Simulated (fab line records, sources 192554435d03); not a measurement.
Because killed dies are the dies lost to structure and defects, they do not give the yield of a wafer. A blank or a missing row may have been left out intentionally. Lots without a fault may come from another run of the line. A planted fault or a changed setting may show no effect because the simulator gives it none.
Struck lot and sound lot, side by side / flow n5Finfet / 14 out of 1938 route steps
Sound: wafers L263.2, L263.5. Struck: wafer L266.4. (L266.2, L266.3 of the same lot were not struck and are left out.) The cause comes at the end.
For every step that has rows: the tool of each side, followed by ch and its chambers, followed by its first start. Under that, the readings that differ: sound wafers / struck wafers / difference of the means / sigmas: that difference in standard deviations of wafers without a fault.
alike: words and numbers the same on both sides, and readings whose means are apart by under 2 such deviations; not compared: readings that were withheld, readings missing a value for some wafer, numbers with overlapping values and no deviation given by the record, and bounds like >300 which may hide the same value.
A row with sigmas, a row that says differs or no value, or rows on one side alone: a step with any of these is where the two part. When numbers do not overlap yet have no deviation, they are printed without sigmas and do not part them. A reading missing from all wafers of one side parts the sides only when that side holds two or more wafers.

first, 3 steps without rows for these wafers: N5_BEOL_M5_ANNEAL_89 (time 1800 s); N5_BEOL_M5_SPUTTER_90 (material Cu, target thk 4.5 nm, time 8.29 s); N5_BEOL_M5_ECD_50 (material Cu, target thk 300 nm).
N5_BEOL_M5_ANNEAL_51: time 90 s.
  sound on rtpAnneal-02 ch 0, day 8 19:56; struck on rtpAnneal-02 ch 0, day 9 22:36
  alike: annealTempC, wafer_temp_C_max
N5_BEOL_M5_CMP_52: polishes, stops on SiCOH lowk, t overpolish 6.9 s, target thk 62 nm.
  sound on cmp-02 ch 1, day 8 20:11; struck on cmp-02 ch 1, day 9 22:51
  alike: barrierFieldEndpointS, motorCurrentA, overpolishRunS, slurryFilterDpKPa, timeToEndpointS
N5_BEOL_M5_THK_MEAS_53: measures by xrf.
  struck on filmMetro-02, day 9 23:09; sound on filmMetro-02, day 8 20:28
  alike: M5_THK
N5_BEOL_M5_PRE_CLEAN_77: time 15 s.
  sound on cvdCo-01 ch 1, day 8 20:35; struck on cvdCo-02 ch 2, day 9 23:11
reading=heaterPowerW (W); sound=55 54; struck=101; difference=+46; sigmas=+2
  alike: rfFwdPowerW
N5_BEOL_M5_CO_CAP_78: material Co, precursor CCTBA/H2, target thk 2 nm, time 102.1 s.
  sound on cvdCo-01 ch 1, day 8 20:37; struck on cvdCo-02 ch 2, day 9 23:14
reading=heaterPowerW (W); sound=197 196; struck=257; difference=+60; sigmas=+2
then, 2 steps without rows for these wafers: N5_BEOL_M5_PRE_CLEAN_55 (time 15 s); N5_BEOL_M5_DEP_56 (deposits SiCN from 3MS/NH3, target thk 8 nm, time 14 s).
N5_BEOL_M5_RS_MEAS_57: the measuring method here is four-point-probe.
  struck on filmMetro-01, day 9 23:25; sound on filmMetro-02, day 8 20:48
  alike: M5_RS
N5_BEOL_M5_INSPECT_58: inspects for defects (darkfield).
  struck on defectInspect-01, day 9 23:26; sound on defectInspect-02, day 8 20:50
  alike: rawDefectCount
N5_BEOL_M6_ILD_DEP_00: deposits SiCOH lowk from DEMS/porogen, target thk 179.75 nm, time 33.4 s.
  sound on pecvd-02 ch 0,2, day 8 20:52; struck on pecvd-02 ch 2, day 9 23:28
reading=susceptorTempC (C); sound=299.96 299.96; struck=298.57; difference=-1.39; sigmas=-8
  alike: heaterPowerW, rfFwdPowerW, showerheadPlenumPTorr, throttleValvePct
N5_BEOL_M6_CURE_74: cures SiCOH lowk, time 240 s.
  sound on uvCure-02 ch 0, day 8 21:01; struck on uvCure-02 ch 0, day 9 23:37
  alike: lampPowerPct, wafer_temp_C_max

## WHERE THEY PART
Earliest at N5_BEOL_M5_PRE_CLEAN_77; latest, in this record, at N5_BEOL_M6_ILD_DEP_00. Later steps at which nothing parts them and some readings are alike: N5_BEOL_M6_CURE_74.

WHY: whatever the simulator had introduced
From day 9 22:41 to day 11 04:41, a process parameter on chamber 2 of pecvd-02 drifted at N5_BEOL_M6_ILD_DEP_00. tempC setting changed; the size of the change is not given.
